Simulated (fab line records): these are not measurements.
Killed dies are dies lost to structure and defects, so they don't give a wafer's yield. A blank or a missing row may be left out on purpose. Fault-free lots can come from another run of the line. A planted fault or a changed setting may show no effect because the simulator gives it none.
Which tool did it? || flow n5-finfet || Sampling: 11 lots, 33 wafers, 2 of 1938 route steps

## WHAT THE GAUGES SHOWED, per wafer
N5_DUMMY_GATE_CD_MEAS_24: target cd 15 nm.
{"lot": "L979", "measured": "day 4 07:10", "on": "cd-sem-01", "cd-nm (nm)": "14.8 15.8 15.1"}
{"lot": "L980", "measured": "day 4 12:05", "on": "cd-sem-01", "cd-nm (nm)": "14.6 14.9 15.3"}
{"lot": "L982", "measured": "day 4 23:56", "on": "cd-sem-03", "cd-nm (nm)": "15.0 15.5 15.0"}
{"lot": "L983", "measured": "day 5 06:23", "on": "cd-sem-01", "cd-nm (nm)": "15.8 15.0 15.8"}
{"lot": "L985", "measured": "day 5 18:56", "on": "cd-sem-01", "cd-nm (nm)": "15.5 15.9 15.0"}
{"lot": "L986", "measured": "day 6 02:19", "on": "cd-sem-03", "cd-nm (nm)": "15.1 16.4 14.5"}
{"lot": "L987", "measured": "day 6 09:51", "on": "cd-sem-02", "cd-nm (nm)": "14.5 16.1 15.4"}
{"lot": "L992", "measured": "day 7 12:05", "on": "cd-sem-02", "cd-nm (nm)": "14.7 14.9 15.6"}
{"lot": "L993", "measured": "day 7 16:56", "on": "cd-sem-01", "cd-nm (nm)": "15.8 15.7 15.2"}
{"lot": "L994", "measured": "day 7 22:38", "on": "cd-sem-02", "cd-nm (nm)": "15.5 15.5 15.2"}
{"lot": "L995", "measured": "day 8 06:00", "on": "cd-sem-02", "cd-nm (nm)": "15.5 13.9 15.4"}

## WHICH TOOL RAN EACH LOT (tool, then ch and the chambers of the sampled wafers, then the start)
{"lot": "L979", "N5_DUMMY_GATE_HM_OPEN_21": "rie-diel-05 ch 0,1,2, day 4 06:47"}
{"lot": "L980", "N5_DUMMY_GATE_HM_OPEN_21": "rie-diel-01 ch 0,1,2, day 4 11:43"}
{"lot": "L982", "N5_DUMMY_GATE_HM_OPEN_21": "rie-diel-04 ch 0,2,3, day 4 23:33"}
{"lot": "L983", "N5_DUMMY_GATE_HM_OPEN_21": "rie-diel-05 ch 0,1,3, day 5 06:02"}
{"lot": "L985", "N5_DUMMY_GATE_HM_OPEN_21": "rie-diel-01 ch 1,3, day 5 18:34"}
{"lot": "L986", "N5_DUMMY_GATE_HM_OPEN_21": "rie-diel-05 ch 0,2,3, day 6 01:57"}
{"lot": "L987", "N5_DUMMY_GATE_HM_OPEN_21": "rie-diel-05 ch 0,2,3, day 6 09:29"}
{"lot": "L992", "N5_DUMMY_GATE_HM_OPEN_21": "rie-diel-04 ch 0,2, day 7 11:43"}
{"lot": "L993", "N5_DUMMY_GATE_HM_OPEN_21": "rie-diel-04 ch 1,2, day 7 16:35"}
{"lot": "L994", "N5_DUMMY_GATE_HM_OPEN_21": "rie-diel-04 ch 0,3, day 7 22:16"}
{"lot": "L995", "N5_DUMMY_GATE_HM_OPEN_21": "rie-diel-01 ch 0,1,2, day 8 05:38"}
- N5_DUMMY_GATE_HM_OPEN_21: chemistry CH3F/O2, target SiNx, target depth 120 nm, time 171.4 s.

## THE ANSWER, worked out from the rows above alone
Rule: the lots themselves supply what counts as usual. The widest of any qualifying gaps counts: lots, ordered by their means at a reading, are off when they make up no more than a third of the lots, leave a main group of 4 or more, and stand apart from it by 3 or more times the standard deviation of that group's means. If all means in a main group match to the digits the tables above print for the reading, that group is not used. A lot without any number at a reading at which 4 lots or more have one is off too. Any other lot the step has rows for is counted as sound.
Across all readings shown, no lot is off: no conclusion can be drawn from this.

## WHAT THE SIMULATOR PUT IN
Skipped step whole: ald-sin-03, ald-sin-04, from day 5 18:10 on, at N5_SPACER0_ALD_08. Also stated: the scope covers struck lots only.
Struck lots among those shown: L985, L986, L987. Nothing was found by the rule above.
